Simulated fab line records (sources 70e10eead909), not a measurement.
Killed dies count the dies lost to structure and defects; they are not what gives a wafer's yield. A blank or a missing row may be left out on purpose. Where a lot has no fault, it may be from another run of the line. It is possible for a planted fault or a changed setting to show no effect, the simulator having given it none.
Which tool was responsible? | flow nand-harc | Sampling: 24 lots, 72 wafers, 6 of 1302 route steps

WHAT THE GAUGES READ, wafer by wafer
NHARC_P_M2_THK_MEAS_24: measures by xrf.
lot  | measured     | on            | thk-nm (nm)
L074 | day 6 11:44  | film-metro-01 | 142.8 144.1 145.8
L075 | day 7 01:34  | film-metro-01 | 145.8 146.8 144.2
L076 | day 7 12:42  | film-metro-01 | 146.0 142.6 146.6
L077 | day 7 20:11  | film-metro-02 | 142.3 145.9 144.8
L079 | day 8 14:41  | film-metro-02 | 145.4 145.5 143.4
L078 | day 8 15:01  | film-metro-02 | 144.2 144.7 142.3
L080 | day 9 08:29  | film-metro-01 | 146.7 142.4 141.0
L081 | day 9 14:13  | film-metro-02 | 144.4 145.4 142.5
L082 | day 9 20:50  | film-metro-01 | 146.6 142.6 141.1
L083 | day 10 07:17 | film-metro-01 | 143.3 144.6 143.1
L084 | day 11 00:35 | film-metro-02 | 146.6 144.2 144.0
L085 | day 11 06:01 | film-metro-02 | 143.2 143.5 145.9
L086 | day 11 10:09 | film-metro-01 | 143.6 145.9 144.3
L087 | day 11 17:02 | film-metro-02 | 146.6 144.7 143.7
L089 | day 12 12:49 | film-metro-01 | 146.1 146.5 148.7
L088 | day 12 13:48 | film-metro-02 | 143.6 142.4 141.7
L090 | day 13 04:55 | film-metro-02 | 143.3 144.2 144.8
L091 | day 13 12:59 | film-metro-01 | 143.1 144.4 144.1
L092 | day 14 05:53 | film-metro-01 | 144.3 143.9 143.9
L093 | day 14 06:38 | film-metro-01 | 145.0 145.2 146.1
L094 | day 14 21:08 | film-metro-01 | 143.6 143.9 145.0
L095 | day 15 09:53 | film-metro-01 | 142.5 144.7 145.4
L096 | day 15 18:41 | film-metro-02 | 146.0 144.7 143.3
L097 | day 16 03:18 | film-metro-02 | 145.4 142.4 147.6

NHARC_A_ONON_D1_THK_MEAS_14: measures by ellipsometry.
lot  | measured     | on            | thk-nm (nm)
L074 | day 7 22:47  | film-metro-01 | 995 997 995
L075 | day 8 08:59  | film-metro-01 | 1003 1003 1003
L076 | day 8 22:17  | film-metro-02 | 995 993 996
L077 | day 9 02:52  | film-metro-01 | 987 988 986
L079 | day 9 21:33  | film-metro-02 | 997 997 1000
L078 | day 9 21:32  | film-metro-01 | 1002 1002 1002
L080 | day 10 19:07 | film-metro-02 | 1009 1009 1011
L081 | day 10 19:07 | film-metro-01 | 993 991 990
L082 | day 11 04:14 | film-metro-01 | 1015 1014 1016
L083 | day 11 13:38 | film-metro-02 | 1016 1015 1015
L084 | day 12 06:38 | film-metro-02 | 986 987 987
L085 | day 12 15:41 | film-metro-01 | 1005 1005 1005
L086 | day 12 15:55 | film-metro-01 | 1002 1001 1002
L087 | day 13 02:50 | film-metro-02 | 1013 1015 1013
L089 | day 13 20:23 | film-metro-02 | 1006 1006 1003
L088 | day 13 20:22 | film-metro-01 | 1005 1006 1005
L090 | day 14 12:49 | film-metro-01 | 993 992 993
L091 | day 14 20:36 | film-metro-02 | 995 993 993
L092 | day 15 11:22 | film-metro-02 | 997 997 998
L093 | day 15 11:22 | film-metro-01 | 997 998 998
L094 | day 16 06:38 | film-metro-01 | 1011 1010 1011
L095 | day 16 16:01 | film-metro-01 | 1012 1012 1009
L096 | day 17 00:29 | film-metro-01 | 990 989 989
L097 | day 17 11:31 | film-metro-02 | 993 994 992

NHARC_A_ONON_D1_THK_MEAS_21: measures by ellipsometry.
lot  | measured     | on            | thk-nm (nm)
L074 | day 8 10:21  | film-metro-02 | 996 997 1000
L075 | day 8 17:18  | film-metro-01 | 993 996 997
L076 | day 9 07:04  | film-metro-01 | 1008 1009 1008
L077 | day 9 13:05  | film-metro-02 | 1000 1001 999
L079 | day 10 05:55 | film-metro-01 | 988 988 988
L078 | day 10 05:54 | film-metro-02 | 1022 1023 1024
L080 | day 11 07:08 | film-metro-01 | 998 997 996
L081 | day 11 07:08 | film-metro-02 | 1001 1001 1002
L082 | day 11 15:00 | film-metro-02 | 997 998 999
L083 | day 11 21:58 | film-metro-02 | 1008 1011 1011
L084 | day 12 14:59 | film-metro-02 | 988 988 989
L085 | day 13 00:05 | film-metro-01 | 988 989 989
L086 | day 13 00:04 | film-metro-02 | 984 986 984
L087 | day 13 11:11 | film-metro-01 | 997 996 995
L089 | day 14 04:43 | film-metro-02 | 1011 1012 1011
L088 | day 14 04:43 | film-metro-01 | 991 992 990
L090 | day 14 21:10 | film-metro-02 | 998 998 997
L091 | day 15 04:58 | film-metro-02 | 1006 1004 1003
L092 | day 15 22:15 | film-metro-02 | 994 994 995
L093 | day 15 22:14 | film-metro-01 | 1006 1006 1008
L094 | day 16 14:58 | film-metro-01 | 991 991 991
L095 | day 17 00:23 | film-metro-01 | 1009 1005 1007
L096 | day 17 11:13 | film-metro-01 | 995 996 996
L097 | day 17 19:52 | film-metro-02 | 1006 1006 1006

NHARC_A_ONON_D1_THK_MEAS_27: measures by ellipsometry.
lot  | measured     | on            | thk-nm (nm)
L074 | day 8 11:28  | film-metro-01 | 998 998 999
L075 | day 8 18:26  | film-metro-02 | 1004 1003 1002
L076 | day 9 08:12  | film-metro-02 | 1015 1015 1016
L077 | day 9 14:13  | film-metro-01 | 1019 1020 1018
L079 | day 10 07:03 | film-metro-02 | 1012 1013 1012
L078 | day 10 07:01 | film-metro-02 | 1006 1007 1006
L080 | day 11 08:17 | film-metro-01 | 1012 1011 1013
L081 | day 11 08:16 | film-metro-01 | 970 967 968
L082 | day 11 16:08 | film-metro-01 | 998 998 1000
L083 | day 11 23:06 | film-metro-01 | 1008 1009 1010
L084 | day 12 16:07 | film-metro-01 | 983 981 981
L085 | day 13 01:13 | film-metro-01 | 1018 1019 1019
L086 | day 13 01:12 | film-metro-02 | 1011 1011 1012
L087 | day 13 12:19 | film-metro-01 | 1017 1015 1017
L089 | day 14 05:51 | film-metro-02 | 1008 1010 1009
L088 | day 14 05:51 | film-metro-02 | 998 997 999
L090 | day 14 22:19 | film-metro-01 | 982 983 986
L091 | day 15 06:07 | film-metro-01 | 1021 1021 1021
L092 | day 15 23:23 | film-metro-02 | 1002 1003 1002
L093 | day 15 23:22 | film-metro-01 | 996 997 994
L094 | day 16 16:07 | film-metro-01 | 1010 1007 1010
L095 | day 17 01:31 | film-metro-01 | 1009 1010 1010
L096 | day 17 12:20 | film-metro-01 | 1000 997 997
L097 | day 17 20:59 | film-metro-02 | 991 991 991

WHICH TOOL RAN EACH LOT (tool, then ch and the chambers of the sampled wafers, then the start)
lot  | NHARC_P_M2_ANNEAL_31             | NHARC_P_BONDPAD_ANNEAL_28
L074 | rtp-anneal-02 ch 0, day 6 11:01  | rtp-anneal-01 ch 0, day 6 15:43
L075 | rtp-anneal-02 ch 0, day 7 00:58  | rtp-anneal-02 ch 0, day 7 05:18
L076 | rtp-anneal-02 ch 0, day 7 12:09  | rtp-anneal-02 ch 0, day 7 16:37
L077 | rtp-anneal-01 ch 0, day 7 19:38  | rtp-anneal-02 ch 0, day 8 00:02
L079 | rtp-anneal-02 ch 0, day 8 14:02  | rtp-anneal-01 ch 0, day 8 18:31
L078 | rtp-anneal-02 ch 0, day 8 14:23  | rtp-anneal-01 ch 0, day 8 18:58
L080 | rtp-anneal-01 ch 0, day 9 07:52  | rtp-anneal-02 ch 0, day 9 12:24
L081 | rtp-anneal-02 ch 0, day 9 13:33  | rtp-anneal-02 ch 0, day 9 18:02
L082 | rtp-anneal-01 ch 0, day 9 20:11  | rtp-anneal-01 ch 0, day 10 00:41
L083 | rtp-anneal-02 ch 0, day 10 06:44 | rtp-anneal-02 ch 0, day 10 11:16
L084 | rtp-anneal-01 ch 0, day 10 23:59 | rtp-anneal-02 ch 0, day 11 04:30
L085 | rtp-anneal-02 ch 0, day 11 05:20 | rtp-anneal-01 ch 0, day 11 09:50
L086 | rtp-anneal-02 ch 0, day 11 09:29 | rtp-anneal-02 ch 0, day 11 13:59
L087 | rtp-anneal-01 ch 0, day 11 16:31 | rtp-anneal-01 ch 0, day 11 21:00
L089 | rtp-anneal-01 ch 0, day 12 12:10 | rtp-anneal-01 ch 0, day 12 16:50
L088 | rtp-anneal-01 ch 0, day 12 13:11 | rtp-anneal-02 ch 0, day 12 17:40
L090 | rtp-anneal-02 ch 0, day 13 04:16 | rtp-anneal-02 ch 0, day 13 08:44
L091 | rtp-anneal-02 ch 0, day 13 12:22 | rtp-anneal-02 ch 0, day 13 16:53
L092 | rtp-anneal-01 ch 0, day 14 05:13 | rtp-anneal-02 ch 0, day 14 09:38
L093 | rtp-anneal-01 ch 0, day 14 05:58 | rtp-anneal-02 ch 0, day 14 10:28
L094 | rtp-anneal-01 ch 0, day 14 20:28 | rtp-anneal-02 ch 0, day 15 01:07
L095 | rtp-anneal-01 ch 0, day 15 08:54 | rtp-anneal-02 ch 0, day 15 13:40
L096 | rtp-anneal-02 ch 0, day 15 18:07 | rtp-anneal-01 ch 0, day 15 22:34
L097 | rtp-anneal-01 ch 0, day 16 02:38 | rtp-anneal-02 ch 0, day 16 07:08
- NHARC_P_M2_ANNEAL_31: time 90 s.
- NHARC_P_BONDPAD_ANNEAL_28: time 90 s.

AS READ BY THE TOOLS THEMSELVES (means over the sampled wafers that have a number; for cases with no such wafer, the mark the record gives instead)
NHARC_P_M2_ANNEAL_31.
lot  | tool          | anneal-temp-c (C) | wafer_temp_C_max
L074 | rtp-anneal-02 | 225.01            | 227.2
L075 | rtp-anneal-02 | 225.06            | 226.6
L076 | rtp-anneal-02 | 225.16            | 226.8
L077 | rtp-anneal-01 | 224.91            | 226.9
L079 | rtp-anneal-02 | 225.20            | 226.7
L078 | rtp-anneal-02 | 225.12            | 226.7
L080 | rtp-anneal-01 | 225.21            | 227.1
L081 | rtp-anneal-02 | 224.70            | 226.8
L082 | rtp-anneal-01 | 225.04            | 226.5
L083 | rtp-anneal-02 | 224.99            | 226.9
L084 | rtp-anneal-01 | 224.98            | 226.7
L085 | rtp-anneal-02 | 225.23            | 226.7
L086 | rtp-anneal-02 | 224.98            | 226.7
L087 | rtp-anneal-01 | 224.92            | 226.7
L089 | rtp-anneal-01 | 224.80            | 226.7
L088 | rtp-anneal-01 | 224.93            | 226.6
L090 | rtp-anneal-02 | 225.05            | 226.7
L091 | rtp-anneal-02 | 225.11            | 226.7
L092 | rtp-anneal-01 | 225.18            | 226.9
L093 | rtp-anneal-01 | 225.09            | 227.1
L094 | rtp-anneal-01 | 225.06            | 226.8
L095 | rtp-anneal-01 | 224.74            | 226.6
L096 | rtp-anneal-02 | 225.12            | 226.3
L097 | rtp-anneal-01 | 225.07            | 226.9

NHARC_P_BONDPAD_ANNEAL_28.
lot  | tool          | anneal-temp-c (C) | wafer_temp_C_max
L074 | rtp-anneal-01 | 224.97            | 226.9
L075 | rtp-anneal-02 | 225.07            | 226.7
L076 | rtp-anneal-02 | 225.03            | 226.9
L077 | rtp-anneal-02 | 225.02            | 226.8
L079 | rtp-anneal-01 | 225.34            | 227.0
L078 | rtp-anneal-01 | 225.22            | 226.7
L080 | rtp-anneal-02 | 224.86            | 226.8
L081 | rtp-anneal-02 | 225.16            | 226.3
L082 | rtp-anneal-01 | 224.88            | 226.6
L083 | rtp-anneal-02 | 224.94            | 226.7
L084 | rtp-anneal-02 | 225.03            | 226.4
L085 | rtp-anneal-01 | 225.30            | 226.8
L086 | rtp-anneal-02 | 225.08            | 226.7
L087 | rtp-anneal-01 | 224.93            | 226.5
L089 | rtp-anneal-01 | 224.97            | 227.3
L088 | rtp-anneal-02 | 224.76            | 226.5
L090 | rtp-anneal-02 | 224.74            | 226.3
L091 | rtp-anneal-02 | 224.98            | 226.2
L092 | rtp-anneal-02 | 225.27            | 226.6
L093 | rtp-anneal-02 | 224.82            | 226.4
L094 | rtp-anneal-02 | 225.11            | 227.0
L095 | rtp-anneal-02 | 225.01            | 227.1
L096 | rtp-anneal-01 | 224.93            | 226.3
L097 | rtp-anneal-02 | 224.94            | 226.7

THE ANSWER, worked out from the rows above alone
Rule: the usual values come from the lots themselves. The widest of any qualifying gaps counts: lots, ordered by their means at a reading, are off when they make up no more than a third of the lots, leave a main group of 4 or more, and stand apart from it by 3 or more times the standard deviation of that group's means. Not used: any main group whose means are identical at the precision the tables above print for the reading. A lot without any number at a reading at which 4 lots or more have one is off too. All remaining lots with rows at the step are treated as sound. First the gauges in route order, then the tools' own readings, where a lot's mean is used as printed above. At the first step where some lot is off, the reading lying furthest off is the one used; lots without a number count as furthest.
No lot is off on any of the readings shown, so nothing can be concluded from this.

WHAT WAS PUT IN BY THE SIMULATOR
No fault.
